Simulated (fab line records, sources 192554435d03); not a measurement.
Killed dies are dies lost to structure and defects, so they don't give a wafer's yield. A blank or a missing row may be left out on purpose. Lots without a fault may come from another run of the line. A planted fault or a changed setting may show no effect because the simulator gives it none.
A struck lot beside a sound one | flow n5_finfet | 14 steps out of a route of 1938
Sound: wafers L532.3, L532.4, L532.6. Struck: wafers L543.1, L543.2, L543.6. The cause comes at the end.
At each step with rows: each side's tool, then ch and its chambers, then its first start. Under that, the readings that differ: sound wafers | struck wafers | difference of the means | sigmas: that difference in standard deviations of wafers without a fault.
alike: readings whose means differ by less than 2 such deviations, and words and numbers that are the same on both sides. not compared: withheld readings, readings that some wafer has no value for, bounds like >300 that may hide the same value, and numbers for which the record gives no deviation and whose values overlap.
The two part at a step that has a row with sigmas, a row that says differs or no value, or rows on one side only. Numbers that don't overlap but have no deviation are shown without sigmas and don't part them. A reading that every wafer of one side lacks parts them only if that side has two wafers or more.

first, 1 step without rows for these wafers: N5_BEOL_M11_STRIP_68 (strips in N2/H2).
N5_BEOL_M11_STRIP_67: strips in CF4.
  sound on rie_diel-05 ch 2,3, day 12 13:01; struck on rie_diel-02 ch 0,1,2, day 14 12:01
  alike: drypump_motor_current_A, oes_product_au, rf_vpp_V, showerhead_plenum_p_Torr, throttle_valve_pct
  not compared: rf_hours_counter_h
N5_BEOL_M11_HM_OPEN_17: chemistry Cl2/BCl3, target TiN, target depth 20 nm, overetch 6 nm.
  sound on rie_metal-02 ch 0,1, day 12 13:05; struck on rie_metal-01 ch 0,1, day 14 12:04
  alike: drypump_motor_current_A, he_backside_leak_sccm, oes_product_au, throttle_valve_pct
  not compared: rf_hours_counter_h
N5_BEOL_M11_STRIP_19: strips in O2.
  sound on rie_diel-02 ch 0,2, day 12 13:10; struck on rie_diel-02 ch 1,2, day 14 12:14
  alike: drypump_motor_current_A, o2_flow_sccm, oes_product_au, rf_vpp_V, showerhead_plenum_p_Torr, throttle_valve_pct
  not compared: rf_hours_counter_h
N5_BEOL_M11_CD_MEAS_18: pitch 140 nm, target cd 70 nm.
  sound on cd_sem-02, day 12 13:15; struck on cd_sem-02, day 14 12:19
  alike: cd_nm
then, 7 steps without rows for these wafers: N5_BEOL_M11_COAT_63 (time 60 s, resist thk 100 nm); N5_BEOL_M11_COAT_64 (time 60 s, resist thk 30 nm); N5_BEOL_M11_COAT_22 (resist thk 90 nm); N5_BEOL_M11_EBR_24; N5_BEOL_M11_SOFTBAKE_23 (time 60 s); N5_BEOL_M11_EXPOSE_25 (exposes mask V10); N5_BEOL_M11_PEB_26 (peb time 60 s).
N5_BEOL_M11_DEVELOP_27: develop time 30 s.
  sound on litho_track-04 ch 0, day 12 13:51; struck on litho_track-04, day 14 12:56
  no value came back on the struck wafers for chill_plate_temp_C (C), develop_time_s (s); on the sound wafers chill_plate_temp_C (C) reads 22.88 23.08 22.96
  reading                                       | sound    | struck         | difference | sigmas
  model.CAR-ArF_of_BEOL_M11_COAT_22.thk_nm (nm) | 88 88 88 | 90.4 90.4 90.2 | +2.3       |
N5_BEOL_M11_CD_MEAS_28: target cd 70 nm.
  sound on cd_sem-02 ch 0, day 12 13:55; struck on cd_sem-03 ch 0, day 14 12:59
  reading    | sound          | struck | difference                    | sigmas
  cd_nm (nm) | 68.1 69.4 69.1 | - - -  | no value on the struck wafers |

WHERE THEY PART
First at N5_BEOL_M11_DEVELOP_27; last, within this record, at N5_BEOL_M11_CD_MEAS_28.

WHY: what the simulator had put in
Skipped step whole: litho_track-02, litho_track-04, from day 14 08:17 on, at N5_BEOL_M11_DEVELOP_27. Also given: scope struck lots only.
